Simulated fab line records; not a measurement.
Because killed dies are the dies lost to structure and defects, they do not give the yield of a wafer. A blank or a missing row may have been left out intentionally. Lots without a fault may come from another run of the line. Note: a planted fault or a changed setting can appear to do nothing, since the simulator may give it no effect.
The tool behind it: which one? | flow nand_harc | 33 wafers from 11 lots sampled at 4 of the route's 1302 steps

## WHAT EACH GAUGE READ, for each wafer
NHARC_A_SLIT_INSPECT_11.
lot  | measured     | on                | raw_defect_count
L939 | day 20 15:39 | defect_inspect-01 | 73 60 60
L936 | day 20 16:15 | defect_inspect-01 | 63 89 69
L941 | day 21 06:07 | defect_inspect-02 | 64 62 56
L942 | day 22 03:25 | defect_inspect-01 | 60 74 57
L949 | day 25 15:17 | defect_inspect-01 | 446 485 449
L951 | day 26 11:34 | defect_inspect-01 | 450 474 446
L954 | day 27 11:29 | defect_inspect-02 | 50 77 60
L956 | day 27 11:49 | defect_inspect-02 | 29 23 29
L953 | day 27 15:12 | defect_inspect-01 | 18 24 25
L957 | day 28 15:19 | defect_inspect-01 | 55 46 62
L959 | day 29 15:13 | defect_inspect-01 | 78 85 88

## WHAT TOOL EACH LOT RAN ON (gives the tool, then ch and the chambers of the sampled wafers, and finally the start)
lot  | NHARC_A_SGD_CUT_ETCHBACK_24        | NHARC_A_SLIT_DEP_00           | NHARC_A_SLIT_DEP_23
L939 | rie_diel-09 ch 1,2,3, day 20 10:29 | acl_dep-03 ch 0, day 20 11:07 | pecvd-04 ch 0,1, day 20 14:54
L936 | rie_diel-05 ch 0,1,2, day 20 10:32 | acl_dep-02 ch 0, day 20 13:32 | pecvd-01 ch 0,1,2, day 20 15:31
L941 | rie_diel-09 ch 0,2,3, day 21 00:58 | acl_dep-01 ch 0, day 21 01:35 | pecvd-01 ch 0,1,2, day 21 05:22
L942 | rie_diel-05 ch 0,1,2, day 21 22:19 | acl_dep-01 ch 0, day 22 00:49 | pecvd-04 ch 0,1,2, day 22 02:49
L949 | rie_diel-09 ch 2,3, day 25 09:59   | acl_dep-03 ch 0, day 25 11:16 | pecvd-04 ch 0,1,2, day 25 14:30
L951 | rie_diel-09 ch 1,2,3, day 26 02:55 | acl_dep-03 ch 0, day 26 07:36 | pecvd-04 ch 0,1,2, day 26 10:45
L954 | rie_diel-09 ch 0,1,3, day 27 06:13 | acl_dep-03 ch 0, day 27 07:32 | pecvd-03 ch 0,2, day 27 10:43
L956 | rie_diel-09 ch 0,1, day 27 06:20   | acl_dep-01 ch 0, day 27 08:24 | pecvd-01 ch 1,2, day 27 10:56
L953 | rie_diel-05 ch 1,3, day 27 06:22   | acl_dep-03 ch 0, day 27 11:55 | pecvd-03 ch 0,1,2, day 27 14:24
L957 | rie_diel-09 ch 1,2,3, day 28 09:50 | acl_dep-03 ch 0, day 28 12:32 | pecvd-04 ch 0,1,2, day 28 14:34
L959 | rie_diel-12 ch 0,3, day 29 09:16   | acl_dep-02 ch 0, day 29 10:45 | pecvd-03 ch 1,2, day 29 14:34
- NHARC_A_SGD_CUT_ETCHBACK_24: etches the open film in CH3F/O2, target depth 50 nm, time 92.857 s.
- NHARC_A_SLIT_DEP_00: deposits aC, target thk 6200 nm.
- NHARC_A_SLIT_DEP_23: deposits SiON, target thk 100 nm.

## THE ANSWER, worked out from the rows above alone
Rule: the usual values come from the lots themselves. The widest of any qualifying gaps counts: lots, ordered by their means at a reading, are off when they make up no more than a third of the lots, leave a main group of 4 or more, and stand apart from it by 3 or more times the standard deviation of that group's means. Not used: any main group whose means are identical at the precision the tables above print for the reading. A lot without any number at a reading at which 4 lots or more have one is off too. The other lots that the step has rows for count as sound.
Off: L949, L951, at NHARC_A_SLIT_INSPECT_11 (raw_defect_count). For the main group the mean is 57 and the standard deviation 19.
A tool fits if, at a process step before that reading, it ran every lot that is off, and no sound lot after the first of them. Those tools and the gauges at NHARC_A_SLIT_INSPECT_11 are tried in the same way. None of those tried fits.

## WHAT HAD BEEN PUT IN BY THE SIMULATOR
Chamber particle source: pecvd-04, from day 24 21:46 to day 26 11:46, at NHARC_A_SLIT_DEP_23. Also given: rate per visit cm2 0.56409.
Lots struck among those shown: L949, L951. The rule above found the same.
